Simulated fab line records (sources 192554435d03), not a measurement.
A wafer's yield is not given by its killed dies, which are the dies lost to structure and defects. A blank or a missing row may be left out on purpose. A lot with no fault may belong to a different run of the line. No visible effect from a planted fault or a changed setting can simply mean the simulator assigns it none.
fab line records    flow n5_finfet
record lots=9  wafers=27  last_day=17
route steps=1938 shown BEOL_M4@1111 BEOL_M10@1514 BEOL_M11@1536 PASSIVATION@1936
lots untouched by any fault: they come from a run of this same line in which no faults occurred
start_h: start of the lot's first displayed wafer, in hours after the record's first day    wait_h: time in hours since the lot's previous step    " identical to the entry in the row above    L1.1+2: a row that stands for several wafers    - no value present, or no start provided    * or withheld: withheld    < > ~ a bound
route shown NAME@n: names a module that has steps shown in the file, with the first one's number in the route    usual: mean and standard deviation over wafers with no fault    same: alike in all rows    chamber/n: place in a boat    sites: the reading at each site    _std_site: standard deviation of those values    _edge_site: the outer-site mean with the inner-site mean subtracted    radius_mm: how far each site lies from the wafer's centre    mask NAME#n: copy n    behind: the tool/chamber that last shaped the wafer    hold: cause of the lot's hold/its duration in hours/its outcome    device: whichever transistor did not switch (one of n, p or np)    end of line: tests run on the same wafers once the route is complete    for a step that has no rows: nothing shown but its recipe    killed: the dies lost at the first sort to structure and to defects; this is not the yield of the wafer    map: the dies of a wafer, with x for killed, . for not killed, _ for no die there
set.NAME: the setting that was run; set.NAME@STEP: the one run at that earlier step    model.NAME: the simulator's own value behind a step, which no gauge read
the route's steps for a sample of lots (tables are steps, rows are wafers)
services: when a tool's chamber went out of use (start_h, in hours from the record's first day, below 0 if earlier), for how many hours, and the reason
## steps
# step N5_BEOL_M4_RC_MEAS_101
# usual DIBL_N=36.2/1.7  DIBL_P=36.6/1.9  IOFF_N=0.16/0.032  IOFF_P=0.21/0.037  ION_N=675/12  ION_P=460/8.1  SS_N=71.4/0.58  SS_P=73.4/0.64  VT_N=249/3.2  VT_P=-252/3.4
lot.wafer  tool       chamber  start_h  wait_h  DIBL_N[mV/V]  DIBL_P[mV/V]  IOFF_N[nA/um]  IOFF_P[nA/um]  ION_N[uA/um]  ION_P[uA/um]  SS_N[mV/dec]  SS_P[mV/dec]  VT_N[mV]  VT_P[mV]
L366.1     prober-02  0        169.36   0.0     36.7          37.2          0.17           0.23           665           465           71.8          73.2          250       -248
L366.4     "          0        "        "       36.4          37.7          0.16           0.23           687           468           72.2          73.8          250       -247
L366.6     "          0        "        "       33.9          34.4          0.13           0.18           668           465           71.1          72.9          252       -250
L368.2     prober-02  0        183.29   0.2     38.1          38.5          0.19           0.23           682           462           72.5          73.5          248       -250
L368.3     "          0        "        "       34.9          35.8          0.14           0.19           657           450           71.9          72.8          253       -253
L368.5     "          0        "        "       36.7          37.3          0.17           0.21           676           462           71.4          73.5          250       -253
L372.2     prober-02  0        203.56   0.2     36.8          38.0          0.17           0.21           669           454           72.3          73.7          248       -254
L372.3     "          0        "        "       35.1          37.1          0.14           0.18           669           451           71.1          72.7          251       -251
L372.4     "          0        "        "       36.4          37.7          0.16           0.20           672           450           71.1          73.2          246       -253
L374.1     prober-02  0        208.18   0.0     35.6          36.2          0.16           0.19           684           463           71.6          73.1          248       -250
L374.5     "          0        "        "       33.9          33.8          0.12           0.15           671           455           71.2          73.2          253       -254
L374.6     "          0        "        "       34.7          35.1          0.14           0.17           676           463           71.1          73.2          249       -253
L379.3     prober-02  0        247.01   0.3     38.6          41.4          0.21           0.26           679           467           72.2          74.4          246       -249
L379.4     "          0        "        "       34.5          36.3          0.13           0.18           668           460           71.0          72.3          253       -252
L379.5     "          0        "        "       37.6          40.2          0.18           0.23           681           464           71.9          73.9          247       -254
L383.1     prober-01  0        267.66   0.0     34.6          34.0          0.14           0.15           679           461           70.6          73.0          249       -256
L383.2     "          0        "        "       36.3          37.4          0.16           0.19           667           451           71.6          73.7          250       -254
L383.5     "          0        "        "       36.0          36.6          0.15           0.17           680           455           72.1          73.5          250       -256
L384.3     prober-02  0        282.12   0.3     36.1          38.3          0.17           0.23           681           468           71.4          73.1          244       -250
L384.4     "          0        "        "       34.3          35.7          0.14           0.19           670           466           70.0          73.2          251       -252
L384.6     "          0        "        "       35.9          37.9          0.17           0.22           683           465           70.7          73.0          248       -250
L385.1     prober-02  0        286.74   0.0     36.8          36.1          0.13           0.19           656           448           71.4          72.4          253       -255
L385.4     "          0        "        "       36.7          35.8          0.15           0.18           683           457           71.7          72.7          252       -256
L385.5     "          0        "        "       37.9          37.3          0.15           0.20           671           461           71.1          73.7          250       -252
L388.1     prober-02  0        296.75   0.0     37.0          35.9          0.16           0.21           680           465           71.2          72.9          249       -253
L388.2     "          0        "        "       35.7          34.2          0.13           0.19           666           460           69.8          72.2          254       -250
L388.5     "          0        "        "       37.2          37.3          0.17           0.23           684           469           71.0          73.9          249       -247
# step N5_BEOL_M10_STRIP_77
# recipe chemistry=N2/H2  time_s=10  power_w=450  temp_c=40  pressure_mtorr=20  rf_frequency_hz=6e+07  bias_power_w=7  n2_flow_sccm=200  h2_flow_sccm=200
# usual drypump_motor_current_A=5.5/0.48  oes_product_au=0.77/0.076  rf_vpp_V=59.1/0.84  showerhead_plenum_p_Torr=2.54/0.1  throttle_valve_pct=23.75/0.23
lot.wafer  tool         chamber  start_h  wait_h  drypump_motor_current_A  oes_product_au  rf_hours_counter_h  rf_vpp_V  showerhead_plenum_p_Torr  throttle_valve_pct
L366.1     rie_diel-04  1        -        -       5.8                      0.74            192                 58.4      2.43                      23.61
L366.4     "            3        "        "       5.0                      0.74            140                 60.4      2.53                      23.73
L366.6     "            2        "        "       6.3                      0.84            -                   58.1      2.47                      23.75
L368.2     rie_diel-05  2        -        -       5.4                      0.84            70                  59.6      2.70                      23.62
L368.3     "            1        "        "       5.1                      0.85            59                  58.3      2.47                      23.53
L368.5     "            2        "        "       5.3                      0.85            -                   60.1      2.70                      23.61
L372.2     rie_diel-04  3        -        -       5.1                      0.73            152                 60.2      2.53                      23.74
L372.3     "            0        "        "       5.7                      0.67            238                 59.0      2.61                      24.02
L372.4     "            2        "        "       6.3                      0.82            82                  59.8      2.46                      23.78
L374.1     rie_diel-06  0        -        -       4.8                      0.73            183                 58.9      2.41                      23.30
L374.5     "            1        "        "       5.6                      0.71            -                   58.1      2.51                      24.22
L374.6     "            0        "        "       4.8                      0.74            -                   58.9      2.41                      23.30
L379.3     rie_diel-04  3        -        -       5.1                      0.73            166                 58.3      2.52                      23.77
L379.4     "            1        "        "       5.9                      0.73            -                   58.7      2.42                      23.66
L379.5     "            2        "        "       6.3                      0.82            -                   57.3      2.46                      23.80
L383.1     rie_diel-04  2        -        -       6.3                      0.80            106                 57.5      2.45                      23.79
L383.2     "            0        "        "       5.8                      0.97            4                   58.1      2.60                      23.78
L383.5     "            2        "        "       6.3                      0.80            -                   59.4      2.45                      23.82
L384.3     rie_diel-06  0        -        -       4.8                      0.71            212                 58.0      2.40                      23.33
L384.4     "            0        "        "       4.8                      0.71            -                   58.5      2.40                      23.33
L384.6     "            2        "        "       5.3                      0.69            -                   59.5      2.50                      23.96
L385.1     rie_diel-05  2        -        -       5.4                      0.80            107                 59.1      2.68                      23.66
L385.4     "            1        "        "       5.1                      0.81            97                  59.5      2.45                      23.59
L385.5     "            0        "        "       5.9                      0.72            -                   59.6      2.62                      23.86
L388.1     rie_diel-06  0        -        -       4.8                      0.70            220                 59.4      2.39                      23.32
L388.2     "            3        "        "       4.9                      0.85            65                  59.7      2.69                      24.03
L388.5     "            2        "        "       5.3                      0.69            -                   56.9      2.50                      23.97
# step N5_BEOL_M10_ALD_74
# recipe material=TaN  target_thk_a=20  temp_c=275  ald_precursor_family=PDMAT  ald_co_reactant=NH3  pressure_torr=3  carrier_flow_sccm=1500  pulse_time_s=2  purge_time_s=3  co_reactant_purge_time_s=2  co_reactant_pulse_time_s=3  ald_cycles=40  precursor_vessel_temp_c=75  precursor_vessel_pressure_torr=26.25  precursor_vessel_carrier_sccm=1000
# usual heater_power_w=432/40
lot.wafer  tool          chamber  start_h  wait_h  heater_power_w
L366.1     ald_metal-01  1        222.46   0.1     466
L366.4     "             3        "        "       481
L366.6     "             1        "        "       456
L368.2     ald_metal-01  1        232.60   0.1     460
L368.3     "             2        "        "       381
L368.5     "             2        "        "       381
L372.2     ald_metal-04  0        252.06   0.1     504
L372.3     "             2        "        "       451
L372.4     "             1        "        "       475
L374.1     ald_metal-01  1        255.12   0.0     453
L374.5     "             3        "        "       471
L374.6     "             0        "        "       417
L379.3     ald_metal-04  1        292.27   0.0     478
L379.4     "             3        "        "       343
L379.5     "             2        "        "       449
L383.1     ald_metal-01  0        321.78   0.3     405
L383.2     "             3        "        "       478
L383.5     "             3        "        "       476
L384.3     ald_metal-02  3        333.80   0.0     433
L384.4     "             0        "        "       441
L384.6     "             0        "        "       456
L385.1     ald_metal-04  2        336.87   0.1     450
L385.4     "             3        "        "       346
L385.5     "             1        "        "       472
L388.1     ald_metal-02  0        352.79   0.1     457
L388.2     "             2        "        "       450
L388.5     "             0        "        "       444
# step N5_BEOL_M10_ANNEAL_51
# recipe temp_c=225  time_s=90  ambient=N2
# usual wafer_temp_C_max=226.14/0.27
lot.wafer  tool           chamber  start_h  wait_h  wafer_temp_C_max
L366.1     rtp_anneal-02  0        223.23   0.1     226.53
L366.4     "              0        "        "       226.30
L366.6     "              0        "        "       226.52
L368.2     rtp_anneal-01  0        234.04   0.2     226.47
L368.3     "              0        "        "       225.85
L368.5     "              0        "        "       225.96
L372.2     rtp_anneal-02  0        253.38   0.6     226.56
L372.3     "              0        "        "       226.19
L372.4     "              0        "        "       226.55
L374.1     rtp_anneal-02  0        255.96   0.1     225.87
L374.5     "              0        "        "       225.91
L374.6     "              0        "        "       226.62
L379.3     rtp_anneal-01  0        293.46   0.1     226.29
L379.4     "              0        "        "       226.08
L379.5     "              0        "        "       225.94
L383.1     rtp_anneal-02  0        322.96   0.2     226.20
L383.2     "              0        "        "       227.08
L383.5     "              0        "        "       226.08
L384.3     rtp_anneal-01  0        335.94   0.1     225.68
L384.4     "              0        "        "       226.05
L384.6     "              0        "        "       226.05
L385.1     rtp_anneal-01  0        339.28   0.2     225.60
L385.4     "              0        "        "       225.74
L385.5     "              0        "        "       226.11
L388.1     rtp_anneal-02  0        353.50   0.1     226.42
L388.2     "              0        "        "       226.48
L388.5     "              0        "        "       226.18
# step N5_BEOL_M11_ILD_DEP_00
# recipe material=SiCOH_lowk  target_thk_a=3085.1  temp_c=300  precursor=DEMS/porogen  pressure_torr=5  rf_w=500  time_s=58
# usual chamber_pressure_Torr=5.000/0.011  heater_power_outer_w=148/35  heater_power_w=304/45  showerhead_plenum_p_Torr=5.738/0.014  showerhead_vpp_V=1365/93  throttle_valve_pct=13.7/0.43
lot.wafer  tool      chamber  start_h  wait_h  chamber_pressure_Torr  heater_power_outer_w  heater_power_w  showerhead_plenum_p_Torr  showerhead_vpp_V  throttle_valve_pct
L366.1     pecvd-04  0        224.15   0.0     4.995                  114                   270             5.723                     1380              13.9
L366.4     "         0        "        "       5.002                  120                   273             5.734                     1364              14.0
L366.6     "         0        "        "       5.000                  122                   279             5.726                     1344              14.1
L368.2     pecvd-01  0        235.07   0.0     4.984                  111                   266             5.729                     1261              13.6
L368.3     "         1        "        "       4.990                  154                   334             5.741                     1360              14.7
L368.5     "         2        "        "       4.981                  164                   318             5.753                     1281              13.7
L372.2     pecvd-01  1        254.13   0.0     5.003                  176                   359             5.737                     1336              14.5
L372.3     "         0        "        "       4.994                  78                    215             5.730                     1258              13.6
L372.4     "         2        "        "       5.001                  178                   327             5.746                     1243              13.5
L374.1     pecvd-02  0        256.76   0.0     5.012                  148                   330             5.749                     1457              13.4
L374.5     "         0        "        "       5.006                  157                   338             5.744                     1423              13.3
L374.6     "         1        "        "       5.014                  167                   307             5.741                     1252              14.1
L379.3     pecvd-01  2        294.19   0.1     5.007                  157                   306             5.744                     1268              13.6
L379.4     "         1        "        "       4.987                  193                   382             5.713                     1332              14.4
L379.5     "         2        "        "       5.017                  164                   312             5.753                     1285              13.7
L383.1     pecvd-01  1        323.77   0.0     -                      -                     -               -                         -                 -
L383.2     "         2        "        "       -                      -                     -               -                         -                 -
L383.5     "         0        "        "       -                      -                     -               -                         -                 -
L384.3     pecvd-04  0        336.67   0.0     -                      -                     -               -                         -                 -
L384.4     "         0        "        "       -                      -                     -               -                         -                 -
L384.6     "         1        "        "       -                      -                     -               -                         -                 -
L385.1     pecvd-02  2        340.07   0.0     -                      -                     -               -                         -                 -
L385.4     "         1        "        "       -                      -                     -               -                         -                 -
L385.5     "         0        "        "       -                      -                     -               -                         -                 -
L388.1     pecvd-04  1        354.57   0.0     5.007                  140                   264             5.758                     1388              13.6
L388.2     "         0        "        "       5.004                  95                    239             5.729                     1382              14.2
L388.5     "         2        "        "       5.022                  221                   383             5.729                     1524              13.6
# step N5_BEOL_M11_OCD_MEAS_38
# usual trench_depth_nm=148.0/2.2
lot.wafer  tool    chamber  start_h  wait_h  trench_depth_nm
L366.1     ocd-01  -        229.04   -       148.2
L366.4     "       -        "        "       148.8
L366.6     "       -        "        "       144.7
L368.2     ocd-01  -        239.31   -       148.2
L368.3     "       -        "        "       149.1
L368.5     "       -        "        "       144.5
L372.2     ocd-02  -        258.12   -       146.6
L372.3     "       -        "        "       149.7
L372.4     "       -        "        "       146.7
L374.1     ocd-01  -        260.40   -       148.1
L374.5     "       -        "        "       153.2
L374.6     "       -        "        "       149.2
L379.3     ocd-02  -        299.19   -       146.3
L379.4     "       -        "        "       147.7
L379.5     "       -        "        "       144.9
L383.1     ocd-02  -        328.97   -       -
L383.2     "       -        "        "       -
L383.5     "       -        "        "       -
L384.3     ocd-02  -        341.86   -       -
L384.4     "       -        "        "       -
L384.6     "       -        "        "       -
L385.1     ocd-01  -        344.48   -       -
L385.4     "       -        "        "       -
L385.5     "       -        "        "       -
L388.1     ocd-02  -        362.71   -       149.2
L388.2     "       -        "        "       148.9
L388.5     "       -        "        "       148.1
# step N5_PASSIVATION_PROBE_49
# usual defect_limited_yield=91.3/1.5  killed_at_M0_to_M3=35/10  killed_at_M4_up=12/4.6  killed_at_contacts=13/6.6  killed_at_front_end=39/11  killed_at_other=4/3.4  killed_dies=103/17  killed_on_rim=14/4.1  killed_open=67/13  killed_short=35/8.2  sort_bin_5_function=5.1/0.94  sort_bin_6_memory=3.2/0.7  sort_n_pass=1077/17  sort_yield_pct=91.3/1.5
# same gross_dies=1180  killed_at_back_side=0  sort_bin_4_leakage[%]=0  sort_bin_8_speed[%]=0
lot.wafer  tool       chamber  start_h  wait_h  defect_limited_yield[%]  killed_at_M0_to_M3  killed_at_M4_up  killed_at_contacts  killed_at_front_end  killed_at_other  killed_dies  killed_on_rim  killed_open  killed_short  sort_bin_5_function[%]  sort_bin_6_memory[%]  sort_n_pass  sort_yield_pct[%]
L366.1     prober-01  -        269.89   0.0     91.6                     33                  15               15                  35                   1                99           8              62           36            4.7                     3.4                   1081         91.6
L366.4     prober-01  -        270.04   0.2     92.8                     30                  6                8                   39                   2                85           7              58           27            4.8                     2.2                   1095         92.8
L366.6     prober-01  -        270.14   0.3     91.9                     42                  8                12                  33                   1                96           8              58           30            4.3                     3.1                   1084         91.9
L368.2     prober-01  -        283.83   0.2     91.3                     25                  16               28                  34                   0                103          13             76           25            4.9                     3.5                   1077         91.3
L368.3     prober-01  -        283.88   0.3     92.9                     22                  13               22                  26                   1                84           10             60           23            4.3                     2.5                   1096         92.9
L368.5     prober-01  -        283.98   0.4     91.5                     48                  10               13                  25                   4                100          11             63           36            5.6                     2.5                   1080         91.5
L372.2     prober-01  -        298.53   0.1     92.1                     34                  13               9                   30                   7                93           14             66           26            5.3                     2.5                   1087         92.1
L372.3     prober-01  -        298.58   0.1     91.9                     34                  11               8                   37                   6                96           15             67           27            5.4                     2.5                   1084         91.9
L372.4     prober-01  -        298.63   0.2     91.4                     28                  12               12                  47                   2                101          10             81           19            5.0                     3.3                   1079         91.4
L374.1     prober-02  -        306.82   0.0     92.8                     16                  21               14                  32                   2                85           6              60           24            4.7                     2.4                   1095         92.8
L374.5     prober-02  -        307.02   0.2     90.9                     27                  30               19                  27                   4                107          12             70           37            5.3                     3.4                   1073         90.9
L374.6     prober-02  -        307.07   0.3     89.2                     33                  23               26                  45                   0                127          17             92           34            6.1                     4.3                   1053         89.2
L379.3     prober-02  -        347.17   0.1     90.7                     32                  15               16                  44                   3                110          12             64           45            5.9                     3.1                   1070         90.7
L379.4     prober-02  -        347.22   0.2     91.4                     22                  15               17                  48                   0                102          12             65           31            5.1                     3.1                   1078         91.4
L379.5     prober-02  -        347.27   0.2     91.1                     40                  7                9                   47                   2                105          15             52           52            5.5                     2.8                   1075         91.1
L383.1     prober-01  -        383.95   0.0     0                        6                   1169             1                   4                    0                1180         152            12           4             71.2                    3.6                   0            0
L383.2     prober-01  -        384.00   0.1     0                        13                  1160             1                   5                    1                1180         152            15           7             73.6                    4.2                   0            0
L383.5     prober-01  -        384.15   0.2     0                        7                   1163             2                   8                    0                1180         152            14           6             73.2                    3.1                   0            0
L384.3     prober-02  -        389.08   0.1     0                        5                   1171             1                   3                    0                1180         152            5            4             74.2                    2.6                   0            0
L384.4     prober-02  -        389.13   0.2     0                        4                   1162             3                   10                   1                1180         152            12           7             73.1                    2.9                   0            0
L384.6     prober-02  -        389.23   0.3     0                        1                   1168             3                   8                    0                1180         152            9            6             72.5                    3.6                   0            0
L385.1     prober-02  -        393.75   0.0     0                        9                   1161             1                   9                    0                1180         152            18           5             72.2                    3.1                   0            0
L385.4     prober-02  -        393.90   0.2     0                        9                   1168             1                   2                    0                1180         152            6            7             73.6                    3.1                   0            0
L385.5     prober-02  -        393.95   0.2     0                        4                   1169             3                   4                    0                1180         152            7            7             72.9                    2.1                   0            0
L388.1     prober-02  -        404.37   0.0     89.0                     45                  13               22                  42                   8                130          15             96           33            6.9                     4.2                   1050         89.0
L388.2     prober-02  -        404.42   0.1     88.7                     54                  14               26                  29                   10               133          20             92           40            7.2                     3.9                   1047         88.7
L388.5     prober-02  -        404.57   0.2     89.4                     56                  14               23                  29                   3                125          22             78           46            5.8                     4.7                   1055         89.4
# killed by level:class
L366.1 BEOL_M3:geometric_particle:open=10 MOL_CONTACT_COAG:geometric_particle:open=9 FIN_SAQP:geometric_particle:short=8 BEOL_M0_SAQP:geometric_particle:open=7 STI_FIN_REVEAL:geometric_particle:open=6 MOL_CONTACT_COAG:geometric_particle:short=5 BEOL_M0_SAQP:geometric_particle:short=5 BEOL_M5:geometric_particle:open=5
L366.4 STI_FIN_REVEAL:geometric_particle:open=17 FIN_SAQP:geometric_particle:short=8 MOL_CONTACT_COAG:geometric_particle:open=8 BEOL_M0_SAQP:geometric_particle:open=8 BEOL_M3:geometric_particle:open=8 BEOL_M0_SAQP:geometric_particle:short=5 BEOL_M1:geometric_particle:open=3 STARTING-WAFER:geometric_particle:short=3
L366.6 BEOL_M3:geometric_particle:open=14 MOL_CONTACT_COAG:geometric_particle:open=9 STI_FIN_REVEAL:geometric_particle:open=7 HKMG_FIN:area_etch=6 BEOL_M0_SAQP:geometric_particle:open=5 BEOL_M1:geometric_particle:open=5 FIN_SAQP:geometric_particle:short=4 BEOL_M3:geometric_particle:short=4
L368.2 MOL_CONTACT_COAG:geometric_particle:open=26 FIN_SAQP:geometric_particle:open=6 BEOL_M8:geometric_particle:open=5 STI_FIN_REVEAL:geometric_particle:open=5 BEOL_M1:geometric_particle:open=5 BEOL_M3:geometric_particle:open=5 STARTING-WAFER:geometric_particle:short=5 FIN_SAQP:geometric_particle:short=4
L368.3 MOL_CONTACT_COAG:geometric_particle:open=16 STI_FIN_REVEAL:geometric_particle:open=10 BEOL_M0_SAQP:geometric_particle:short=7 BEOL_M3:geometric_particle:open=7 MOL_CONTACT_COAG:geometric_particle:short=6 BEOL_M0_SAQP:geometric_particle:open=5 BEOL_M5:geometric_particle:open=4 FIN_SAQP:geometric_particle:open=3
L368.5 BEOL_M0_SAQP:geometric_particle:short=12 BEOL_M3:geometric_particle:open=11 MOL_CONTACT_COAG:geometric_particle:open=10 BEOL_M0_SAQP:geometric_particle:open=9 BEOL_M0:geometric_particle:open=6 DUMMY_GATE:geometric_particle:open=5 BEOL_M2:geometric_particle:open=4 STI_FIN_REVEAL:geometric_particle:open=3
L372.2 BEOL_M1:geometric_particle:open=9 STI_FIN_REVEAL:geometric_particle:open=8 MOL_CONTACT_COAG:geometric_particle:open=8 BEOL_M4:geometric_particle:open=7 BEOL_M0_SAQP:geometric_particle:open=6 BEOL_M2:geometric_particle:open=5 FIN_SAQP:geometric_particle:open=4 DUMMY_GATE:geometric_particle:open=4
L372.3 DUMMY_GATE:geometric_particle:open=13 BEOL_M1:geometric_particle:open=12 MOL_CONTACT_COAG:geometric_particle:open=6 BEOL_M0_SAQP:geometric_particle:open=6 FIN_SAQP:geometric_particle:open=5 BEOL_M2:geometric_particle:open=5 FIN_SAQP:geometric_particle:short=3 GATE_CUT:geometric_particle:short=3
L372.4 STI_FIN_REVEAL:geometric_particle:open=16 FIN_SAQP:geometric_particle:open=15 MOL_CONTACT_COAG:geometric_particle:open=12 BEOL_M1:geometric_particle:open=7 BEOL_M3:geometric_particle:open=7 BEOL_M4:geometric_particle:open=5 BEOL_M0_SAQP:geometric_particle:short=4 BEOL_M2:geometric_particle:open=4
L374.1 FIN_SAQP:geometric_particle:open=12 MOL_CONTACT_COAG:geometric_particle:open=11 BEOL_M4:geometric_particle:open=11 BEOL_M3:geometric_particle:open=5 GATE_CUT:geometric_particle:short=4 BEOL_M1:geometric_particle:open=4 BEOL_M5:geometric_particle:short=4 FIN_SAQP:geometric_particle:short=3
L374.5 BEOL_M4:geometric_particle:open=19 MOL_CONTACT_COAG:geometric_particle:open=14 BEOL_M0_SAQP:geometric_particle:short=8 BEOL_M3:geometric_particle:open=7 DUMMY_GATE:geometric_particle:open=6 STI_FIN_REVEAL:geometric_particle:open=5 DUMMY_GATE:geometric_particle:short=5 MOL_CONTACT_COAG:geometric_particle:short=5
L374.6 MOL_CONTACT_COAG:geometric_particle:open=21 FIN_SAQP:geometric_particle:open=13 BEOL_M0_SAQP:geometric_particle:open=10 BEOL_M3:geometric_particle:open=9 FIN_SAQP:geometric_particle:short=8 BEOL_M4:geometric_particle:open=8 BEOL_M1:geometric_particle:open=6 STI_FIN_REVEAL:geometric_particle:open=5
L379.3 FIN_SAQP:geometric_particle:short=14 MOL_CONTACT_COAG:geometric_particle:open=13 BEOL_M0_SAQP:geometric_particle:open=8 BEOL_M1:geometric_particle:open=8 BEOL_M0_SAQP:geometric_particle:short=7 BEOL_M4:geometric_particle:open=7 FIN_SAQP:geometric_particle:open=6 GATE_CUT:geometric_particle:short=6
L379.4 MOL_CONTACT_COAG:geometric_particle:open=15 FIN_SAQP:geometric_particle:short=13 FIN_SAQP:geometric_particle:open=10 BEOL_M2:geometric_particle:open=8 GATE_CUT:geometric_particle:short=6 BEOL_M4:geometric_particle:open=5 BEOL_M7:geometric_particle:open=5 BEOL_M0_SAQP:geometric_particle:open=4
L379.5 FIN_SAQP:geometric_particle:short=19 BEOL_M0_SAQP:geometric_particle:short=17 FIN_SAQP:geometric_particle:open=12 BEOL_M0_SAQP:geometric_particle:open=8 MOL_CONTACT_COAG:geometric_particle:open=6 BEOL_M2:geometric_particle:open=6 GATE_CUT:geometric_particle:short=5 STI_FIN_REVEAL:geometric_particle:open=3
L383.1 BEOL_M11:lost_pattern=1160 BEOL_M4:geometric_particle:open=4 BEOL_M11:area_dep=4 BEOL_M0_SAQP:geometric_particle:open=2 STI_FIN_REVEAL:geometric_particle:short=1 STI_FIN_REVEAL:geometric_particle:open=1 DUMMY_GATE:geometric_particle:short=1 DUMMY_GATE:geometric_particle:open=1
L383.2 BEOL_M11:lost_pattern=1153 BEOL_M0_SAQP:geometric_particle:short=4 BEOL_M11:area_dep=4 BEOL_M0_SAQP:geometric_particle:open=3 BEOL_M0:geometric_particle:open=3 BEOL_M4:geometric_particle:open=3 FIN_SAQP:geometric_particle:open=2 STI_FIN_REVEAL:geometric_particle:open=2
L383.5 BEOL_M11:lost_pattern=1154 BEOL_M11:area_dep=6 DUMMY_GATE:geometric_particle:open=4 BEOL_M0_SAQP:geometric_particle:open=3 BEOL_M0_SAQP:geometric_particle:short=3 MOL_CONTACT_COAG:geometric_particle:open=2 STI_FIN_REVEAL:geometric_particle:open=1 ILD0:geometric_particle:open=1
L384.3 BEOL_M11:lost_pattern=1167 BEOL_M11:area_dep=4 BEOL_M0_SAQP:geometric_particle:open=2 BEOL_M0_SAQP:geometric_particle:short=2 FIN_SAQP:geometric_particle:short=1 GATE_CUT:geometric_particle:short=1 MOL_CONTACT_COAG:geometric_particle:open=1 BEOL_M1:geometric_particle:open=1
L384.4 BEOL_M11:lost_pattern=1151 BEOL_M11:area_dep=10 FIN_SAQP:geometric_particle:short=4 FIN_SAQP:geometric_particle:open=3 MOL_CONTACT_COAG:geometric_particle:open=3 STI_FIN_REVEAL:geometric_particle:open=2 GATE_CUT:geometric_particle:short=1 BEOL_M2:geometric_particle:open=1
L384.6 BEOL_M11:lost_pattern=1160 BEOL_M11:area_dep=5 FIN_SAQP:geometric_particle:open=3 MOL_CONTACT_COAG:geometric_particle:open=3 FIN_SAQP:geometric_particle:short=2 GATE_CUT:geometric_particle:short=2 BEOL_M0_SAQP:geometric_particle:open=1 BEOL_M4:geometric_particle:short=1
L385.1 BEOL_M11:lost_pattern=1155 FIN_SAQP:geometric_particle:open=3 BEOL_M1:geometric_particle:open=3 BEOL_M4:geometric_particle:open=3 STI_FIN_REVEAL:geometric_particle:open=2 BEOL_M0_SAQP:geometric_particle:open=2 BEOL_M11:area_dep=2 FIN_SAQP:geometric_particle:short=1
L385.4 BEOL_M11:lost_pattern=1161 BEOL_M11:area_dep=6 BEOL_M3:geometric_particle:open=3 BEOL_M1:geometric_particle:open=2 BEOL_M1:geometric_particle:short=2 FIN_SAQP:geometric_particle:short=1 MOL_CONTACT_COAG:geometric_particle:short=1 BEOL_M0_SAQP:geometric_particle:short=1
L385.5 BEOL_M11:lost_pattern=1163 BEOL_M11:area_dep=3 MOL_CONTACT_COAG:geometric_particle:open=2 BEOL_M0_SAQP:geometric_particle:short=2 FIN_SAQP:geometric_particle:open=1 SPACER0:geometric_particle:short=1 GATE_CUT:geometric_particle:short=1 MOL_CONTACT_COAG:geometric_particle:short=1
L388.1 MOL_CONTACT_COAG:geometric_particle:open=17 FIN_SAQP:geometric_particle:open=14 BEOL_M4:geometric_particle:open=7 BEOL_M1:geometric_particle:open=7 BEOL_M2:geometric_particle:open=7 DUMMY_GATE:geometric_particle:open=6 BEOL_M3:geometric_particle:open=6 BEOL_M0_SAQP:geometric_particle:short=6
L388.2 MOL_CONTACT_COAG:geometric_particle:open=22 BEOL_M2:geometric_particle:open=14 BEOL_M0_SAQP:geometric_particle:short=14 FIN_SAQP:geometric_particle:open=13 BEOL_M0_SAQP:geometric_particle:open=10 BEOL_M0:geometric_particle:open=5 BEOL_M3:geometric_particle:open=5 FIN_SAQP:geometric_particle:short=4
L388.5 MOL_CONTACT_COAG:geometric_particle:open=19 BEOL_M0_SAQP:geometric_particle:open=19 BEOL_M0_SAQP:geometric_particle:short=16 BEOL_M2:geometric_particle:open=9 FIN_SAQP:geometric_particle:short=8 GATE_CUT:geometric_particle:short=8 FIN_SAQP:geometric_particle:open=4 MOL_CONTACT_COAG:geometric_particle:short=4
## services
tool          chamber  start_h  hours  kind
ald_metal-01  1        202.78   8.2    repair
rie_diel-04   -        212.56   0.5    repair
rie_diel-05   0        213.29   4.7    repair
rie_diel-06   -        216.71   2.8    pm
pecvd-02      1        220.64   5.0    repair
rie_diel-04   0        224.29   7.6    repair
rie_diel-04   -        228.63   2.8    pm
pecvd-01      -        246.76   2.8    pm
ald_metal-04  -        252.32   14.6   pm
rie_diel-06   3        258.82   2.4    repair
ald_metal-02  -        274.06   0.6    repair
pecvd-01      0        274.91   19.8   repair
ald_metal-01  -        287.18   1.2    pm
ald_metal-01  -        310.39   1.2    repair
pecvd-02      -        316.90   14.6   pm
ald_metal-04  0        322.84   28.1   repair
rie_diel-04   3        323.85   12.5   repair
pecvd-04      -        324.94   0.9    repair
ald_metal-04  -        327.59   1.8    repair
rie_diel-04   2        328.65   1.8    repair
rie_diel-06   1        330.77   13.6   repair
ald_metal-01  1        336.02   24.5   repair
ald_metal-04  -        337.25   14.0   pm
pecvd-01      -        339.16   6.0    pm
## key
first_sign step=N5_BEOL_M11_ILD_DEP_00  reading=tool_record  direction=missing
effect step=N5_BEOL_M11_OCD_MEAS_38  reading=trench_depth_nm  direction=missing
effect step=N5_PASSIVATION_PROBE_49  reading=killed_at_M4_up  direction=up  sigmas=99+  usual=12  struck=1166
met_at N5_BEOL_M11_ILD_DEP_00
struck_lots L383,L384,L385
later_rows_left_out L383.1,L383.2,L383.5,L384.3,L384.4,L384.6,L385.1,L385.4,L385.5
not_acting_at N5_BEOL_M10_STRIP_77,N5_BEOL_M10_ALD_74,N5_BEOL_M10_ANNEAL_51
onset_between 294.19 323.77
fault kind=skipped_step_whole  tool=pecvd-01,pecvd-02,pecvd-04  chamber=-  onset_h=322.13  steps=N5_BEOL_M11_ILD_DEP_00  scope=struck_lots_only
# later_rows_left_out: the simulator's readings of these wafers behind a module that went badly wrong aren't trusted and aren't shown, but for the sort
